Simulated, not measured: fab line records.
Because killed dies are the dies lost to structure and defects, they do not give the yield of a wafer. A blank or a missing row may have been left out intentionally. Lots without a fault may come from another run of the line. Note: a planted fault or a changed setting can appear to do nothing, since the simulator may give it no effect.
Split-lot trial + flow n5_finfet + 21 wafers read from 7 lots, route of 1938 steps

## THE SPLIT ITSELF
At N5_BEOL_M9_ETCH_66 (etches SOC in N2/H2, target depth 80 nm, overetch 16 nm, time 120 s), the setting time_s was moved away from the recipe's 120 s on 6 of the 21 wafers read, by -21.3% to -5.7%. All remaining wafers had this setting at the recipe value.

The reading comes from the split's own step.

## THE READING
SiARC_of_BEOL_M9_COAT_64.thk_nm (the simulator's own value, which no gauge read), in nm, at N5_BEOL_M9_ETCH_66 (etches SOC in N2/H2, target depth 80 nm, overetch 16 nm, time 120 s). No usual value for it is given in the file. Average 6.4 nm, standard deviation 0.11 nm, over the 15 wafers here run with the recipe.

| wafer  | tool, chamber at the split | time_s as run, s | against the recipe | SiARC_of_BEOL_M9_COAT_64.thk_nm, nm | against lot-mates on the recipe |
|--------|----------------------------|------------------|--------------------|-------------------------------------|---------------------------------|
| L081.1 | rie_diel-04, 0             | 120              | recipe             | 6.2                                 | -                               |
| L081.4 | rie_diel-04, 3,0           | 97.4             | -18.8%             | 7.4                                 | +1.2                            |
| L081.5 | rie_diel-04, 3,0           | 97.4             | -18.8%             | 7.4                                 | +1.2                            |
| L083.1 | rie_diel-03, 2,0,2         | 120              | recipe             | 6.4                                 | -                               |
| L083.4 | rie_diel-03, 2,0,2         | 120              | recipe             | 6.4                                 | -                               |
| L083.5 | rie_diel-03, 2,0,2         | 120              | recipe             | 6.4                                 | -                               |
| L084.1 | rie_diel-05, 0             | 120              | recipe             | 6.4                                 | -                               |
| L084.3 | rie_diel-05, 2             | 96.32            | -19.7%             | 7.8                                 | +1.3                            |
| L084.6 | rie_diel-05, 1             | 120              | recipe             | 6.6                                 | -                               |
| L085.4 | rie_diel-05, 1,0           | 120              | recipe             | 6.4                                 | -                               |
| L085.6 | rie_diel-05, 1,0           | 120              | recipe             | 6.4                                 | -                               |
| L085.5 | rie_diel-05, 1             | 120              | recipe             | 6.6                                 | -                               |
| L086.2 | rie_diel-04, 3             | 113.2            | -5.7%              | 7                                   | +0.6                            |
| L086.4 | rie_diel-04, 0             | 113.2            | -5.7%              | 6.8                                 | +0.4                            |
| L086.6 | rie_diel-04, 0             | 120              | recipe             | 6.4                                 | -                               |
| L088.3 | rie_diel-03, 0,1           | 120              | recipe             | 6.4                                 | -                               |
| L088.4 | rie_diel-03, 0,1           | 120              | recipe             | 6.4                                 | -                               |
| L088.5 | rie_diel-03, 3             | 94.49            | -21.3%             | 7.6                                 | +1.2                            |
| L095.3 | rie_diel-05, 0             | 120              | recipe             | 6.4                                 | -                               |
| L095.4 | rie_diel-05, 2,1           | 120              | recipe             | 6.6                                 | -                               |
| L095.6 | rie_diel-05, 2,1           | 120              | recipe             | 6.6                                 | -                               |
The file does not say which wafer passed through which chamber wherever a row lists several chambers: such a row stands for several wafers.

FIT RESULTS
A straight line over all 21 wafers: SiARC_of_BEOL_M9_COAT_64.thk_nm changes by -0.0569 nm for each +1% of time_s; r = -0.96; the points scatter about the line by 0.13 nm.
The same after taking each lot's own level away (the mean of its wafers on the recipe; 21 wafers): -0.0624 nm for each +1%; r = -0.98; scatter 0.09 nm.
Per that fit: largest time_s move, reading shift of 1.3 nm.
The lots' own levels span 6.20 to 6.53 nm, that is 3.1 times the standard deviation above.
Consequently the slope shifts little with the lot-to-lot level, the two slopes agreeing.
Check: with one of the wafers moved furthest among these (-21.3%) left out of the fit, the line predicts +1.4 nm for it against its lot-mates. Against them it came out at +1.2 nm.

## ADDITIONAL SPLITS CARRIED BY THESE WAFERS
Before the reading, these wafers also passed through other splits. Each is held against what the fit with the lots' levels taken away leaves over:
| other split on the same wafers | wafers away from the commonest value | r with SiARC_of_BEOL_M9_COAT_64.thk_nm (lot level and that fit taken away) |
|--------------------------------|--------------------------------------|----------------------------------------------------------------------------|
| N5_BEOL_M4_ILD_DEP_00 time_s   | 8                                    | -0.25                                                                      |
| N5_BEOL_M4_COAT_73 spin_rpm    | 5                                    | -0.06                                                                      |
| N5_BEOL_M4_DESCUM_33 time_s    | 5                                    | -0.24                                                                      |
| N5_BEOL_M5_COAT_22 spin_rpm    | 2                                    | +0.14                                                                      |
| N5_BEOL_M5_EXPOSE_25 dose_mj   | 4                                    | -0.16                                                                      |
| N5_BEOL_M7_ETCH_41 bias_w      | 5                                    | -0.21                                                                      |

## THE FILE'S OWN FIT
SiARC_of_BEOL_M9_COAT_64.thk_nm changes by -0.0624 nm for each +1% of time_s, r = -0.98.
